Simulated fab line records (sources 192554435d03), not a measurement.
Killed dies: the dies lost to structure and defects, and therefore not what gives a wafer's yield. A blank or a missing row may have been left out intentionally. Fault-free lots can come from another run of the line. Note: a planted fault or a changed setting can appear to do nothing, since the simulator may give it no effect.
Comparing a struck lot with a sound one | flow n5Finfet | 36 steps out of a route of 1938
Sound: these wafers, L673.3, L673.4, L673.6. Struck: wafer L667.1; the same lot's L667.6 was not struck, so it is left out; see the end for the cause.
At each step with rows: each side's tool, then ch and its chambers, then its first start. Under that, the readings that differ: sound wafers | struck wafers | difference of the means | sigmas: that difference in standard deviations of wafers without a fault.
alike: readings with means less than 2 such deviations apart, plus words and numbers identical on both sides. not compared: withheld readings, readings lacking a value on some wafer, bounds such as >300 that could conceal the same value, and numbers that have no deviation in the record and whose values overlap.
A row with sigmas, a row that says differs or no value, or rows on one side alone: a step with any of these is where the two part. Numbers that don't overlap but have no deviation are shown without sigmas and don't part them. A reading missing from all wafers of one side parts the sides only when that side holds two or more wafers.

first, 9 steps without rows for these wafers: N5_BEOL_M4_ANNEAL_95 (time 240 s); N5_BEOL_M4_SPUTTER_96 (material Cu, target thk 4.5 nm, time 8.29 s); N5_BEOL_M4_ECD_50 (material Cu, target thk 300 nm); N5_BEOL_M4_ANNEAL_51 (time 90 s); N5_BEOL_M4_CMP_52 (polishes, stops on SiOC, t overpolish 6.8 s, target thk 40 nm); N5_BEOL_M4_PRE_CLEAN_60 (time 15 s); N5_BEOL_M4_CO_CAP_55 (material Co, precursor CCTBA/H2, target thk 2 nm, time 102.1 s); N5_BEOL_M4_PRE_CLEAN_56 (time 15 s); N5_BEOL_M4_DEP_57 (deposits SiCN from 3MS/NH3, target thk 8 nm, time 14 s).
N5_BEOL_M4_RC_MEAS_101:
  sound on prober-01 ch 0, day 11 03:27; struck on prober-02 ch 0, day 9 17:52
  alike: DIBL_N, DIBL_P, IOFF_N, IOFF_P, ION_N, ION_P, SS_N, SS_P, VT_N, VT_P
then, 24 steps without rows for these wafers: N5_BEOL_M5_ILD_DEP_00 (deposits SiCOH lowk from DEMS/porogen, target thk 140.64 nm, time 25.9 s); N5_BEOL_M5_CURE_79 (cures SiCOH lowk, time 240 s); N5_BEOL_M5_PECVD_70 (deposits SiO2 from TEOS/O2, target thk 16 nm, time 18 s); N5_BEOL_M5_HM_DEP_02 (deposits TiN, target thk 20 nm); N5_BEOL_M5_COAT_59 (time 60 s, resist thk 60 nm); N5_BEOL_M5_COAT_60 (time 60 s, resist thk 12 nm); N5_BEOL_M5_COAT_71 (time 60 s, resist thk 5 nm); N5_BEOL_M5_COAT_05 (resist thk 30 nm); N5_BEOL_M5_EBR_07; N5_BEOL_M5_SOFTBAKE_06 (time 60 s); N5_BEOL_M5_EXPOSE_08 (exposes mask M5, target cd 28 nm); N5_BEOL_M5_PEB_09 (peb time 60 s); N5_BEOL_M5_DEVELOP_10 (develop time 30 s); N5_BEOL_M5_DESCUM_16 (chemistry O2, time 7 s); N5_BEOL_M5_ETCH_72 (etches underlayer in N2/H2, target depth 6.5 nm, time 5.2 s); N5_BEOL_M5_ETCH_61 (etches SiARC in CF4, target depth 15.6 nm, time 26 s); N5_BEOL_M5_ETCH_62 (etches SOC in N2/H2, target depth 75 nm, overetch 15 nm, time 112.5 s); N5_BEOL_M5_STRIP_63 (strips in N2/H2); N5_BEOL_M5_STRIP_73 (strips in N2/H2); N5_BEOL_M5_STRIP_64 (strips in CF4); N5_BEOL_M5_HM_OPEN_17 (chemistry Cl2/BCl3, target TiN, target depth 20 nm, overetch 6 nm); N5_BEOL_M5_STRIP_19 (strips in O2); N5_BEOL_M5_COAT_65 (time 60 s, resist thk 60 nm); N5_BEOL_M5_COAT_66 (time 60 s, resist thk 12 nm).
-- record jumps: 4 days separate the struck wafers' starts on either side; left off in module BEOL_M5, taken up again in module MIM_TOP_ETCH, whose first shown step is the route's number 1853 --
N5_MIM_TOP_ETCH_PECVD_03: deposits SiNx from SiH4/NH3/N2, target thk 20 nm, time 17.6 s.
  sound on pecvd-02 ch 0,1, day 14 23:36; struck on pecvd-04 ch 0, day 13 10:43
reading                                        | sound          | struck | difference | sigmas
showerheadPlenumPTorr (Torr)                   | 5.15 5.16 5.18 | 5.25   | +0.09      | +2
model.SiNx_of_MIM_TOP_ETCH_PECVD_03.thkNm (nm) | 19.6 20.2 20.2 | 35.8   | +15.8      | 
  alike: heaterPowerOuterW, heaterPowerW, rfFwdPowerW, throttleValvePct
N5_PASSIVATION_PROBE_49:
  sound: prober-02 at day 15 08:49; struck: prober-02 at day 13 20:56
reading                | sound          | struck | difference | sigmas
defectLimitedYield (%) | 90.0 93.2 91.7 | 0      | -92        | -70
killedAtOther          | 3 0 0          | 1071   | +1070      | +99 or more
killedDies             | 118 80 98      | 1180   | +1081      | +72
killedOnRim            | 5 13 13        | 152    | +142       | +42
sortNPass              | 1062 1100 1082 | 0      | -1081      | -72
sortYieldPct (%)       | 90.0 93.2 91.7 | 0      | -92        | -70
  alike: killed_at_M0_to_M3, killed_at_M4_up, killedAtContacts, killedAtFrontEnd, killedOpen, killedShort, sort_bin_5_function, sort_bin_6_memory

== WHERE THEY PART ==
First at N5_MIM_TOP_ETCH_PECVD_03; last, within this record, at N5_PASSIVATION_PROBE_49.

WHY: what had been put in by the simulator
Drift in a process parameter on pecvd-04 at N5_MIM_TOP_ETCH_PECVD_03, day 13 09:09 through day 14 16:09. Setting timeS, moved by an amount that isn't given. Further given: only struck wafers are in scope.
